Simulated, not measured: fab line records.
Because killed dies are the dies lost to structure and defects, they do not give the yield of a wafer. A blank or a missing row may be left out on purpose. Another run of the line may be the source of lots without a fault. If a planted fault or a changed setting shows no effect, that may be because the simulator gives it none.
fab line records	flow nand_harc
record: lots: 7	wafers: 21	last_day: 29
route steps=1302 shown P_M1@297 END@1302
lots with no fault: from the same line, run without faults
start_h: the number of hours between the record's first day and the start of the first shown wafer of the lot	wait_h: how many hours have passed since the lot's step before this one	" repeats the value in the row above	L1.1+2: several wafers, shown together as one row	- either no value or no given start	* or withheld: withheld	< > ~ a bound
route shown NAME@n: a module of which the file shows steps, and the number in the route of the first	usual: mean/standard deviation taken from wafers without a fault	same: alike in all rows	chamber/n: place in a boat	sites: readings site by site	_std_site: the standard deviation of these	_edge_site: outer sites' mean less inner sites'	radius_mm: how far each site lies from the wafer's centre	mask NAME#n: copy n	behind: the tool/chamber that last shaped the wafer	hold: cause of the lot's hold/its duration in hours/its outcome	device: the transistor (n, p or np) that didn't switch	end of line: tests of these same wafers at the route's end	a step given without rows: its recipe and nothing more	killed: dies lost to structure and defects at the first sort, not the wafer's yield	map: a wafer's dies, x killed, . not, _ none there
set.NAME: setting as actually run; set.NAME@STEP: the setting as run at that earlier step	model.NAME: the simulator's own value behind a step, which no gauge read
a table for each step, a row for each wafer; lots at some steps of the route
services: a tool's chamber out of use, with start hour (start_h, from the record's first day; less than 0 if before it), hours out, and reason
== steps ==
step: NHARC_P_M1_INSPECT_11
usual: raw_defect_count: 4.6/2.9
lot.wafer	tool	chamber	start_h	wait_h	raw_defect_count
L676.2	defect_inspect-01	-	130.49	0.0	5
L676.3	"	-	"	"	1
L676.4	"	-	"	"	0
L680.3	defect_inspect-02	-	162.03	0.0	5
L680.5	"	-	"	"	6
L680.6	"	-	"	"	4
L681.1	defect_inspect-02	-	180.02	0.0	6
L681.5	"	-	"	"	10
L681.6	"	-	"	"	3
L682.1	defect_inspect-02	-	185.34	0.0	7
L682.3	"	-	"	"	4
L682.6	"	-	"	"	6
L683.1	defect_inspect-02	-	195.60	0.0	9
L683.2	"	-	"	"	13
L683.5	"	-	"	"	6
L690.2	defect_inspect-02	-	267.80	0.0	6
L690.4	"	-	"	"	2
L690.5	"	-	"	"	4
L691.2	defect_inspect-01	-	271.46	0.0	5
L691.3	"	-	"	"	3
L691.5	"	-	"	"	3
step: NHARC_P_M1_DESCUM_14
recipe: time_s: 3	o2_flow_sccm: 200	ar_flow_sccm: 0	bias_power_w: 0	chemistry: O2
usual: drypump_motor_current_A: 5.5/0.52	oes_product_au: 1.000/0.013	rf_vpp_V: 57.6/0.75	showerhead_plenum_p_Torr: 1.87/0.047	throttle_valve_pct: 11.312/0.0099
lot.wafer	tool	chamber	start_h	wait_h	drypump_motor_current_A	oes_product_au	rf_hours_counter_h	rf_vpp_V	showerhead_plenum_p_Torr	throttle_valve_pct
L676.4	rie_diel-11	2	130.56	0.1	4.8	1.022	4	56.6	1.82	11.308
L676.2	"	3	"	"	6.2	0.992	4	58.1	1.90	11.315
L676.3	"	0	"	"	5.4	1.015	4	56.0	1.82	11.321
L680.3	rie_diel-03	3	162.11	0.1	5.3	0.998	3	58.9	1.91	11.312
L680.5	"	0	"	"	5.4	0.997	-	56.5	1.82	11.327
L680.6	"	1	"	"	5.5	0.998	-	58.0	1.91	11.315
L681.1	rie_diel-11	0	180.11	0.1	5.5	1.013	8	57.5	1.82	11.318
L681.5	"	1	"	"	6.5	0.991	-	58.5	1.90	11.314
L681.6	"	2	"	"	4.8	1.026	-	57.6	1.82	11.290
L682.3	rie_diel-03	0	185.42	0.1	5.4	1.004	6	58.7	1.82	11.313
L682.1	"	1	"	"	5.4	1.009	5	56.6	1.91	11.329
L682.6	"	3	"	"	5.3	1.018	-	58.3	1.91	11.287
L683.1	rie_diel-03	0	195.66	0.1	5.4	1.001	6	57.8	1.82	11.323
L683.2	"	3	"	"	5.3	1.005	5	57.6	1.91	11.311
L683.5	"	0	"	"	5.4	0.992	-	57.5	1.82	11.306
L690.2	rie_diel-04	2	267.86	0.1	5.7	1.010	22	57.9	1.81	11.312
L690.4	"	0	"	"	5.3	1.029	24	57.4	1.81	11.325
L690.5	"	2	"	"	5.8	1.017	-	56.9	1.81	11.317
L691.2	rie_diel-11	3	271.54	0.1	6.2	0.999	0	58.6	1.89	11.301
L691.3	"	0	"	"	5.5	1.014	0	57.7	1.82	11.302
L691.5	"	1	"	"	6.4	0.989	-	57.8	1.90	11.292
step: NHARC_P_M1_ETCH_35
recipe: target_depth_a: 400	overetch_a: 120	time_s: 43.94	ion_energy_ev: 200	n2_flow_sccm: 150	h2_flow_sccm: 150	ar_flow_sccm: 0	rf_w: 400	bias_w: 150	chemistry: N2/H2
step: NHARC_P_M1_ETCH_15
recipe: target_depth_a: 1825	time_s: 91.2	c4f8_flow_sccm: withheld	ar_flow_sccm: 400	rf_w: 600	bias_w: 300	chemistry: C4F8/Ar
usual: oes_product_au: 0.958/0.023	rf_vpp_V: 439.5/1.6
lot.wafer	tool	chamber	start_h	wait_h	oes_product_au	rf_hours_counter_h	rf_vpp_V
L676.2	rie_diel-11	0	-	-	0.989	4	437.1
L676.3	"	1	"	"	0.958	4	439.8
L676.4	"	2	"	"	0.995	4	438.4
L680.3	rie_diel-03	2	-	-	0.917	3	438.6
L680.5	"	0	"	"	0.922	-	437.1
L680.6	"	1	"	"	0.928	-	440.6
L681.1	rie_diel-11	2	-	-	0.984	7	437.7
L681.5	"	0	"	"	0.976	-	437.8
L681.6	"	1	"	"	0.950	-	441.1
L682.1	rie_diel-03	0	-	-	0.973	6	437.2
L682.3	"	3	"	"	0.967	5	440.4
L682.6	"	3	"	"	0.970	-	441.1
L683.2	rie_diel-03	0	-	-	0.917	6	438.3
L683.1	"	2	"	"	0.917	5	439.7
L683.5	"	1	"	"	0.921	-	439.3
L690.4	rie_diel-04	2	-	-	0.985	23	436.9
L690.2	"	3	"	"	0.953	24	443.2
L690.5	"	1	"	"	0.972	-	441.9
L691.2	rie_diel-11	3	-	-	0.974	0	440.8
L691.3	"	2	"	"	0.972	0	437.5
L691.5	"	3	"	"	0.982	-	439.6
step: NHARC_P_M1_CD_MEAS_16
usual: cd_nm: 130.1/1.2
lot.wafer	tool	chamber	start_h	wait_h	cd_nm
L676.2	cd_sem-03	-	130.86	-	127.4
L676.3	"	-	"	"	129.4
L676.4	"	-	"	"	129.9
L680.3	cd_sem-01	-	162.85	-	131.4
L680.5	"	-	"	"	130.7
L680.6	"	-	"	"	130.1
L681.1	cd_sem-01	-	180.38	-	130.3
L681.5	"	-	"	"	129.6
L681.6	"	-	"	"	130.5
L682.1	cd_sem-02	-	185.75	-	130.6
L682.3	"	-	"	"	131.5
L682.6	"	-	"	"	131.7
L683.1	cd_sem-02	-	195.99	-	129.7
L683.2	"	-	"	"	130.8
L683.5	"	-	"	"	130.7
L690.2	cd_sem-01	-	268.17	-	132.6
L690.4	"	-	"	"	128.4
L690.5	"	-	"	"	130.1
L691.2	cd_sem-01	-	271.83	-	130.6
L691.3	"	-	"	"	130.8
L691.5	"	-	"	"	130.4
step: NHARC_P_M1_STRIP_18
recipe: power_w: 1000	n2_flow_sccm: 150	h2_flow_sccm: 150	ar_flow_sccm: 0	bias_w: 0	chemistry: N2/H2
step: NHARC_P_M1_ETCH_28
recipe: target_depth_a: 300	over_etch_frac: 0.3	time_s: 72.99	ion_energy_ev: 150	cf4_flow_sccm: 50	n2_flow_sccm: 100	ar_flow_sccm: 150	rf_w: 300	bias_w: 100	chemistry: CF4/N2
usual: drypump_motor_current_A: 5.6/0.56	oes_product_au: 1.000/0.013	rf_vpp_V: 313.0/1.5	showerhead_plenum_p_Torr: 2.57/0.066	throttle_valve_pct: 19.794/0.0081
lot.wafer	tool	chamber	start_h	wait_h	drypump_motor_current_A	oes_product_au	rf_hours_counter_h	rf_vpp_V	showerhead_plenum_p_Torr	throttle_valve_pct
L676.2	rie_diel-03	1	-	-	5.4	1.002	1	314.2	2.62	19.801
L676.4	"	2	"	"	5.0	0.977	1	312.1	2.54	19.776
L676.3	"	0	"	"	5.4	0.998	1	311.2	2.50	19.804
L680.3	rie_diel-03	0	-	-	5.4	0.998	4	311.8	2.50	19.803
L680.5	"	2	"	"	5.0	0.986	-	312.5	2.54	19.790
L680.6	"	3	"	"	5.3	0.996	-	313.4	2.62	19.799
L681.1	rie_diel-03	0	-	-	5.4	0.996	5	311.8	2.50	19.797
L681.5	"	3	"	"	5.3	0.999	-	313.5	2.62	19.794
L681.6	"	0	"	"	5.4	0.990	-	311.3	2.50	19.798
L682.1	rie_diel-11	1	-	-	6.5	0.991	8	312.6	2.61	19.796
L682.3	"	2	"	"	4.8	1.029	8	311.3	2.50	19.805
L682.6	"	0	"	"	5.5	1.006	-	312.0	2.50	19.802
L683.1	rie_diel-04	1	-	-	6.6	0.979	1	314.5	2.71	19.795
L683.2	"	2	"	"	5.8	1.019	3	311.1	2.49	19.814
L683.5	"	0	"	"	5.3	1.017	-	310.6	2.49	19.789
L690.2	rie_diel-11	3	-	-	6.2	0.993	0	314.3	2.60	19.788
L690.4	"	0	"	"	5.5	1.023	0	312.4	2.50	19.788
L690.5	"	3	"	"	6.2	0.992	-	312.9	2.60	19.788
L691.2	rie_diel-03	0	-	-	5.4	0.995	11	311.5	2.50	19.782
L691.3	"	1	"	"	5.4	1.010	12	314.8	2.62	19.792
L691.5	"	0	"	"	5.4	0.995	-	312.0	2.50	19.789
step: NHARC_P_M1_STRIP_19
recipe: time_s: 600	temp_c: 30	chemistry: post_etch_residue_remover
step: NHARC_P_M1_DEGAS_29
recipe: temp_c: 250	time_s: 60
usual: heater_power_w: 335/27
lot.wafer	tool	chamber	start_h	wait_h	heater_power_w
L676.4	pvd_sputter-01	-	131.57	-	287
L676.2	"	-	"	"	339
L676.3	"	-	"	"	325
L680.3	pvd_sputter-03	-	163.56	-	362
L680.5	"	-	"	"	343
L680.6	"	-	"	"	360
L681.1	pvd_sputter-01	-	181.10	-	280
L681.5	"	-	"	"	284
L681.6	"	-	"	"	329
L682.3	pvd_sputter-03	-	186.47	-	357
L682.1	"	-	"	"	332
L682.6	"	-	"	"	333
L683.1	pvd_sputter-01	-	196.71	-	333
L683.2	"	-	"	"	283
L683.5	"	-	"	"	368
L690.2	pvd_sputter-03	-	268.93	-	330
L690.4	"	-	"	"	374
L690.5	"	-	"	"	330
L691.3	pvd_sputter-03	-	272.58	-	341
L691.2	"	-	"	"	364
L691.5	"	-	"	"	336
step: NHARC_P_M1_PRE_CLEAN_30
recipe: time_s: 30	temp_c: 280	gas: H2/He
usual: heater_power_w: 412/33
lot.wafer	tool	chamber	start_h	wait_h	heater_power_w
L676.4	pvd_sputter-01	-	-	-	349
L676.2	"	-	"	"	411
L676.3	"	-	"	"	456
L680.3	pvd_sputter-03	-	-	-	384
L680.5	"	-	"	"	438
L680.6	"	-	"	"	455
L681.1	pvd_sputter-01	-	-	-	342
L681.5	"	-	"	"	405
L681.6	"	-	"	"	457
L682.3	pvd_sputter-03	-	-	-	448
L682.1	"	-	"	"	446
L682.6	"	-	"	"	449
L683.1	pvd_sputter-01	-	-	-	447
L683.2	"	-	"	"	408
L683.5	"	-	"	"	402
L690.2	pvd_sputter-03	-	-	-	444
L690.4	"	-	"	"	414
L690.5	"	-	"	"	417
L691.3	pvd_sputter-03	-	-	-	444
L691.2	"	-	"	"	411
L691.5	"	-	"	"	447
step: NHARC_P_M1_PVD_20
recipe: target_thk_a: 50	bias_v: 168.6	power_w: 15000	chamber_pressure_pa: 0.12	time_s: 8.06	substrate_temp_c: 50	material: TaN
step: NHARC_P_M1_PVD_21
recipe: target_thk_a: 300	chamber_pressure_pa: 5	power_w: 5000	substrate_temp_c: 30	time_s: 20.49	material: Cu
step: NHARC_P_M1_ECD_22
recipe: target_thk_a: 4000	bath_temp_c: 25	material: Cu
usual: bath_heat_duty_pct: 6.5/0.83	bath_temp_c: 25.01/0.11
lot.wafer	tool	chamber	start_h	wait_h	bath_heat_duty_pct	bath_temp_c
L676.2	ecd_cu-01	0	131.93	-	7.4	24.96
L676.3	"	0	"	"	8.5	25.05
L676.4	"	1	"	"	6.6	25.26
L680.3	ecd_cu-02	0	164.06	-	6.1	25.02
L680.6	"	1	"	"	6.8	24.96
L680.5	"	0	"	"	6.0	24.86
L681.1	ecd_cu-02	1	181.51	-	-	-
L681.5	"	0	"	"	-	-
L681.6	"	1	"	"	-	-
L682.1	ecd_cu-02	1	186.83	-	-	-
L682.3	"	1	"	"	-	-
L682.6	"	1	"	"	-	-
L683.2	ecd_cu-01	1	197.07	-	-	-
L683.1	"	0	"	"	-	-
L683.5	"	1	"	"	-	-
L690.2	ecd_cu-01	0	269.30	-	8.0	24.85
L690.4	"	0	"	"	7.6	24.95
L690.5	"	0	"	"	6.2	25.10
L691.2	ecd_cu-01	1	272.95	-	7.4	24.92
L691.3	"	1	"	"	5.7	24.97
L691.5	"	1	"	"	7.2	24.78
step: NHARC_P_M1_ANNEAL_31
recipe: temp_c: 225	time_s: 90
step: NHARC_P_M1_CMP_23
recipe: t_overpolish_s: 20	target_thk_nm: 157.82
usual: motor_current_A: 11.6/1.1	slurry_flow_ml_min: 150.0/0.48	time_to_endpoint_s: 28/3.9
lot.wafer	tool	chamber	start_h	wait_h	motor_current_A	slurry_flow_ml_min	time_to_endpoint_s
L676.2	cmp-01	0	132.69	-	12.2	149.4	33
L676.3	"	1	"	"	10.0	149.3	27
L676.4	"	2	"	"	11.1	149.6	31
L680.3	cmp-02	0	164.71	-	13.0	150.1	24
L680.5	"	1	"	"	12.0	150.3	33
L680.6	"	2	"	"	12.1	148.9	28
L681.1	cmp-02	0	182.21	-	13.5	150.2	0
L681.6	"	3	"	"	11.2	149.8	5
L681.5	"	0	"	"	13.0	150.1	0
L682.3	cmp-03	1	187.55	-	10.1	150.7	1
L682.1	"	3	"	"	12.2	149.1	1
L682.6	"	1	"	"	10.7	150.2	2
L683.2	cmp-02	2	197.79	-	12.4	150.5	4
L683.1	"	3	"	"	11.5	149.4	6
L683.5	"	2	"	"	12.1	149.7	1
L690.2	cmp-01	1	270.04	-	10.5	149.9	22
L690.4	"	2	"	"	10.4	150.1	30
L690.5	"	1	"	"	9.9	149.7	25
L691.2	cmp-01	0	273.68	-	12.5	150.6	30
L691.3	"	2	"	"	10.2	150.1	29
L691.5	"	1	"	"	10.0	150.8	24
step: NHARC_P_M1_THK_MEAS_24
recipe: thk_meas_gauge: xrf
usual: thk_nm: 157.4/1.7
lot.wafer	tool	chamber	start_h	wait_h	thk_nm
L676.2	film_metro-02	-	132.98	-	157.7
L676.3	"	-	"	"	155.6
L676.4	"	-	"	"	158.5
L680.3	film_metro-01	-	164.94	-	156.1
L680.5	"	-	"	"	159.4
L680.6	"	-	"	"	159.7
L681.1	film_metro-01	-	182.50	-	31.3
L681.5	"	-	"	"	28.7
L681.6	"	-	"	"	29.6
L682.1	film_metro-02	-	187.86	-	29.3
L682.3	"	-	"	"	31.6
L682.6	"	-	"	"	30.0
L683.1	film_metro-01	-	198.10	-	29.6
L683.2	"	-	"	"	29.7
L683.5	"	-	"	"	28.2
L690.2	film_metro-02	-	270.33	-	158.5
L690.4	"	-	"	"	158.7
L690.5	"	-	"	"	157.2
L691.2	film_metro-01	-	273.99	-	156.7
L691.3	"	-	"	"	155.8
L691.5	"	-	"	"	154.6
step: NHARC_P_M1_SRD_25
step: NHARC_END_SORT_01
recipe: temp_c: 25
usual: defect_limited_yield: 91.5/2.5	killed_at_array: 52/17	killed_at_other: 1.2/1.4	killed_at_periphery: 4.7/2.9	killed_dies: 58/17	killed_open: 3.2/1.9	killed_short: 2.4/1.4	sort_bin_2_pct: 3.0/1.1	sort_bin_3_pct: 0.6/0.37	sort_bin_4_pct: 4.8/1.4	sort_n_pass: 619/17	sort_rim_yield_pct: 90/4.9	sort_yield_pct: 91.5/2.5
same: gross_dies: 677	sort_bin_5_pct[%]: 0	sort_bin_6_pct[%]: 0	sort_bin_7_pct[%]: 0	sort_bin_8_pct[%]: 0	sort_rim_n_gross: 106.00
lot.wafer	tool	chamber	start_h	wait_h	defect_limited_yield[%]	killed_at_array	killed_at_other	killed_at_periphery	killed_dies	killed_open	killed_short	sort_bin_2_pct[%]	sort_bin_3_pct[%]	sort_bin_4_pct[%]	sort_n_pass	sort_rim_yield_pct[%]	sort_yield_pct[%]
L682.1	prober-01	0	616.42	2.5	0	56	1	620	677	3	2	95.4	0	4.6	0	0	0
L682.3	prober-01	0	618.04	3.1	0	53	0	624	677	5	1	94.5	0.6	4.9	0	0	0
L682.6	prober-01	0	620.47	4.1	0	31	1	645	677	2	3	96.5	0.6	3.0	0	0	0
L681.1	prober-02	0	624.86	2.5	0	35	0	642	677	1	2	96.0	0.4	3.5	0	0	0
L681.5	prober-02	0	628.08	3.7	0	39	0	638	677	6	0	94.5	0.3	5.2	0	0	0
L681.6	prober-02	0	628.89	4.0	0	30	0	647	677	1	2	97.0	0	3.0	0	0	0
L683.1	prober-01	0	628.17	2.5	0	43	2	632	677	1	1	95.0	0.4	4.6	0	0	0
L683.2	prober-01	0	628.97	2.8	0	51	0	626	677	3	2	93.1	0.6	6.4	0	0	0
L683.5	prober-01	0	631.36	3.7	0	61	1	615	677	2	4	93.6	1.0	5.3	0	0	0
L690.2	prober-02	0	698.75	2.8	91.3	51	0	8	59	3	3	2.8	0.7	5.2	618	98	91.3
L690.4	prober-02	0	700.38	3.4	93.5	42	0	2	44	1	1	2.5	0.7	3.2	633	100	93.5
L690.5	prober-02	0	701.20	3.8	94.4	32	0	6	38	7	2	1.2	0	4.4	639	90	94.4
L691.2	prober-01	0	698.78	2.8	87.1	84	0	3	87	7	5	5.3	0.6	6.9	590	92	87.1
L691.3	prober-01	0	699.59	3.1	89.4	69	2	1	72	3	1	4.0	0.6	6.1	605	80	89.4
L691.5	prober-01	0	701.20	3.7	88.9	74	0	1	75	4	4	4.1	0.6	6.4	602	82	88.9
killed by level:class
L682.1 P_M1:area_ecd=613 A_CHANNEL_HOLE_D1:chamber_film_flake=28 A_CHANNEL_HOLE_D2:chamber_film_flake=8 A_CONTACT:chamber_film_flake=6 A_M1:chamber_film_flake=5 P_ZERO_WELL:chamber_film_flake=3 P_GATE:chamber_film_flake=2 A_DECK1_JOINT:chamber_film_flake=2
L682.3 P_M1:area_ecd=618 A_CHANNEL_HOLE_D1:chamber_film_flake=27 A_CHANNEL_HOLE_D2:chamber_film_flake=8 A_STAIRCASE:chamber_film_flake=5 A_CONTACT:chamber_film_flake=4 P_M0:geometric_particle:open=3 A_M1:chamber_film_flake=3 A_WL_FILL:chamber_film_flake=2
L682.6 P_M1:area_ecd=638 A_CHANNEL_HOLE_D1:chamber_film_flake=15 A_CONTACT:chamber_film_flake=4 A_CHANNEL_HOLE_D2:chamber_film_flake=3 P_ZERO_WELL:chamber_film_flake=2 P_GATE:chamber_film_flake=2 A_STAIRCASE:chamber_film_flake=2 A_M1:chamber_film_flake=2
L681.1 P_M1:area_ecd=637 A_CHANNEL_HOLE_D2:chamber_film_flake=21 A_SLIT:chamber_film_flake=3 A_CONTACT:chamber_film_flake=3 P_GATE:chamber_film_flake=2 A_CHANNEL_HOLE_D1:chamber_film_flake=2 P_BONDPAD:geometric_particle:short=1 A_CHANNEL_FILL_D1:geometric_particle:short=1
L681.5 P_M1:area_ecd=626 A_CHANNEL_HOLE_D2:chamber_film_flake=28 P_ZERO_WELL:chamber_film_flake=3 P_M2:chamber_film_flake=3 A_BLC:geometric_particle:open=2 A_DECK1_JOINT:chamber_film_flake=2 P_STI:chamber_film_flake=2 P_GATE:chamber_film_flake=2
L683.1 P_M1:area_ecd=624 A_SLIT:chamber_film_flake=15 A_CHANNEL_HOLE_D2:chamber_film_flake=9 A_CONTACT:chamber_film_flake=9 P_GATE:chamber_film_flake=4 A_CHANNEL_HOLE_D1:chamber_film_flake=3 A_STAIRCASE:chamber_film_flake=3 P_STI:chamber_film_flake=2
L681.6 P_M1:area_ecd=643 A_CHANNEL_HOLE_D2:chamber_film_flake=17 A_CHANNEL_HOLE_D1:chamber_film_flake=4 A_SLIT:chamber_film_flake=2 A_CONTACT:chamber_film_flake=2 P_M0:geometric_particle:short=1 A_SGD_CUT:geometric_particle:open=1 A_WL_FILL:geometric_particle:short=1
L683.2 P_M1:area_ecd=613 A_SLIT:chamber_film_flake=30 P_GATE:chamber_film_flake=7 A_CHANNEL_HOLE_D2:chamber_film_flake=6 A_CONTACT:chamber_film_flake=5 A_DECK1_JOINT:chamber_film_flake=4 P_STI:chamber_film_flake=2 P_BONDPAD:chamber_film_flake=2
L683.5 P_M1:area_ecd=608 A_SLIT:chamber_film_flake=31 A_CONTACT:chamber_film_flake=9 A_CHANNEL_HOLE_D2:chamber_film_flake=8 A_CHANNEL_HOLE_D1:chamber_film_flake=5 P_STI:chamber_film_flake=3 A_DECK1_JOINT:chamber_film_flake=3 P_GATE:geometric_particle:short=1
L690.2 A_CHANNEL_HOLE_D2:chamber_film_flake=20 A_CONTACT:chamber_film_flake=10 A_CHANNEL_HOLE_D1:chamber_film_flake=7 A_STAIRCASE:chamber_film_flake=5 A_SLIT:chamber_film_flake=3 A_BLC:chamber_film_flake=3 P_GATE:geometric_particle:open=2 P_ZERO_WELL:chamber_film_flake=2
L691.2 A_SLIT:chamber_film_flake=38 A_CHANNEL_HOLE_D1:chamber_film_flake=24 A_CONTACT:chamber_film_flake=8 A_CHANNEL_FILL_D2:geometric_particle:short=3 A_STAIRCASE:chamber_film_flake=2 P_CONTACT:geometric_particle:open=1 P_M1:geometric_particle:open=1 A_SOURCE_PLATE:geometric_particle:short=1
L691.3 A_CHANNEL_HOLE_D1:chamber_film_flake=24 A_SLIT:chamber_film_flake=23 A_CONTACT:chamber_film_flake=10 A_CHANNEL_FILL_D2:chamber_film_flake=5 A_STAIRCASE:chamber_film_flake=3 THIN_TSV:chamber_film_flake=2 P_M1:geometric_particle:open=1 A_ONON_D2:geometric_particle:open=1
L690.4 A_CHANNEL_HOLE_D2:chamber_film_flake=21 A_CHANNEL_HOLE_D1:chamber_film_flake=9 A_SLIT:chamber_film_flake=4 A_CONTACT:chamber_film_flake=3 A_ZERO_WELL:chamber_film_flake=2 A_STAIRCASE:chamber_film_flake=2 P_CONTACT:geometric_particle:open=1 A_CHANNEL_FILL_D1:geometric_particle:short=1
L690.5 A_CHANNEL_HOLE_D2:chamber_film_flake=13 A_CHANNEL_HOLE_D1:chamber_film_flake=5 A_CONTACT:chamber_film_flake=5 A_SLIT:chamber_film_flake=3 P_M0:geometric_particle:open=2 A_ONON_D1:geometric_particle:open=2 A_CHANNEL_FILL_D1:geometric_particle:open=2 P_GATE:geometric_particle:open=1
L691.5 A_SLIT:chamber_film_flake=28 A_CHANNEL_HOLE_D1:chamber_film_flake=25 A_CONTACT:chamber_film_flake=7 A_SGD_CUT:chamber_film_flake=2 A_STAIRCASE:chamber_film_flake=2 A_BONDPAD:chamber_film_flake=2 P_M0:geometric_particle:open=1 A_ONON_D1:geometric_particle:short=1
map L681.1 (x killed, . not)
____________x____________
_________xxxxxxx_________
_______xxxxxxxxxxx_______
______xxxxxxxxxxxxx______
_____xxxxxxxxxxxxxxx_____
____xxxxxxxxxxxxxxxxx____
____xxxxxxxxxxxxxxxxx____
___xxxxxxxxxxxxxxxxxxx___
___xxxxxxxxxxxxxxxxxxx___
__xxxxxxxxxxxxxxxxxxxxx__
__xxxxxxxxxxxxxxxxxxxxx__
_xxxxxxxxxxxxxxxxxxxxxxx_
_xxxxxxxxxxxxxxxxxxxxxxx_
_xxxxxxxxxxxxxxxxxxxxxxx_
_xxxxxxxxxxxxxxxxxxxxxxx_
_xxxxxxxxxxxxxxxxxxxxxxx_
xxxxxxxxxxxxxxxxxxxxxxxxx
xxxxxxxxxxxxxxxxxxxxxxxxx
xxxxxxxxxxxxxxxxxxxxxxxxx
xxxxxxxxxxxxxxxxxxxxxxxxx
xxxxxxxxxxxxxxxxxxxxxxxxx
_xxxxxxxxxxxxxxxxxxxxxxx_
_xxxxxxxxxxxxxxxxxxxxxxx_
_xxxxxxxxxxxxxxxxxxxxxxx_
_xxxxxxxxxxxxxxxxxxxxxxx_
_xxxxxxxxxxxxxxxxxxxxxxx_
__xxxxxxxxxxxxxxxxxxxxx__
__xxxxxxxxxxxxxxxxxxxxx__
___xxxxxxxxxxxxxxxxxxx___
___xxxxxxxxxxxxxxxxxxx___
____xxxxxxxxxxxxxxxxx____
____xxxxxxxxxxxxxxxxx____
_____xxxxxxxxxxxxxxx_____
______xxxxxxxxxxxxx______
_______xxxxxxxxxxx_______
_________xxxxxxx_________
____________x____________
map L682.1 (x killed, . not)
____________x____________
_________xxxxxxx_________
_______xxxxxxxxxxx_______
______xxxxxxxxxxxxx______
_____xxxxxxxxxxxxxxx_____
____xxxxxxxxxxxxxxxxx____
____xxxxxxxxxxxxxxxxx____
___xxxxxxxxxxxxxxxxxxx___
___xxxxxxxxxxxxxxxxxxx___
__xxxxxxxxxxxxxxxxxxxxx__
__xxxxxxxxxxxxxxxxxxxxx__
_xxxxxxxxxxxxxxxxxxxxxxx_
_xxxxxxxxxxxxxxxxxxxxxxx_
_xxxxxxxxxxxxxxxxxxxxxxx_
_xxxxxxxxxxxxxxxxxxxxxxx_
_xxxxxxxxxxxxxxxxxxxxxxx_
xxxxxxxxxxxxxxxxxxxxxxxxx
xxxxxxxxxxxxxxxxxxxxxxxxx
xxxxxxxxxxxxxxxxxxxxxxxxx
xxxxxxxxxxxxxxxxxxxxxxxxx
xxxxxxxxxxxxxxxxxxxxxxxxx
_xxxxxxxxxxxxxxxxxxxxxxx_
_xxxxxxxxxxxxxxxxxxxxxxx_
_xxxxxxxxxxxxxxxxxxxxxxx_
_xxxxxxxxxxxxxxxxxxxxxxx_
_xxxxxxxxxxxxxxxxxxxxxxx_
__xxxxxxxxxxxxxxxxxxxxx__
__xxxxxxxxxxxxxxxxxxxxx__
___xxxxxxxxxxxxxxxxxxx___
___xxxxxxxxxxxxxxxxxxx___
____xxxxxxxxxxxxxxxxx____
____xxxxxxxxxxxxxxxxx____
_____xxxxxxxxxxxxxxx_____
______xxxxxxxxxxxxx______
_______xxxxxxxxxxx_______
_________xxxxxxx_________
____________x____________
== services ==
tool	chamber	start_h	hours	kind
pvd_sputter-01	-	108.51	5.8	repair
cmp-02	-	108.90	1.2	repair
rie_diel-11	3	113.27	1.2	repair
cmp-01	-	125.03	2.9	repair
cmp-02	-	134.50	4.0	pm
rie_diel-03	1	143.65	2.8	repair
pvd_sputter-03	-	146.82	1.5	repair
cmp-01	-	157.25	1.7	repair
ecd_cu-01	-	160.00	8.0	pm
pvd_sputter-03	-	170.00	10.0	pm
rie_diel-04	-	178.68	9.0	pm
rie_diel-03	-	181.80	0.5	repair
rie_diel-03	2	182.89	12.9	repair
cmp-01	-	185.50	4.0	pm
ecd_cu-01	-	186.14	2.1	repair
ecd_cu-01	-	190.55	3.2	repair
cmp-02	-	193.53	1.3	repair
ecd_cu-02	-	199.72	1.4	repair
cmp-02	-	204.82	0.6	repair
cmp-01	-	207.83	2.0	repair
rie_diel-11	1	222.13	6.3	repair
pvd_sputter-01	-	226.03	10.0	pm
rie_diel-03	0	253.33	6.0	repair
rie_diel-11	-	255.51	9.0	pm
== key ==
first_sign: step: NHARC_P_M1_ECD_22	reading: tool_record	direction: missing
effect: step: NHARC_P_M1_CMP_23	reading: time_to_endpoint_s	direction: down	sigmas: 6.8	usual: *	struck: *
effect: step: NHARC_P_M1_THK_MEAS_24	reading: thk_nm	direction: down	sigmas: 74	usual: 157.4	struck: 29.8
effect: step: NHARC_END_SORT_01	reading: killed_at_periphery	direction: up	sigmas: 99+	usual: 4.7	struck: 632.1
more_kills_born_at: NHARC_P_M1_ECD_22@ecd_cu-02: 3775	NHARC_P_M1_ECD_22@ecd_cu-01: 1845
met_at NHARC_P_M1_ECD_22
struck_wafers L681.1,L681.5,L681.6,L682.1,L682.3,L682.6,L683.1,L683.2,L683.5
later_rows_left_out L681.1,L681.5,L681.6,L682.1,L682.3,L682.6,L683.1,L683.2,L683.5
onset_between 164.06 181.51
fault: kind: skipped_step_whole	tool: ecd_cu-01,ecd_cu-02	chamber: -	onset_h: 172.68	steps: NHARC_P_M1_ECD_22	scope: struck_lots_only
later_rows_left_out: the simulator's readings of these wafers behind a module that went badly wrong aren't trusted and aren't shown, but for the sort
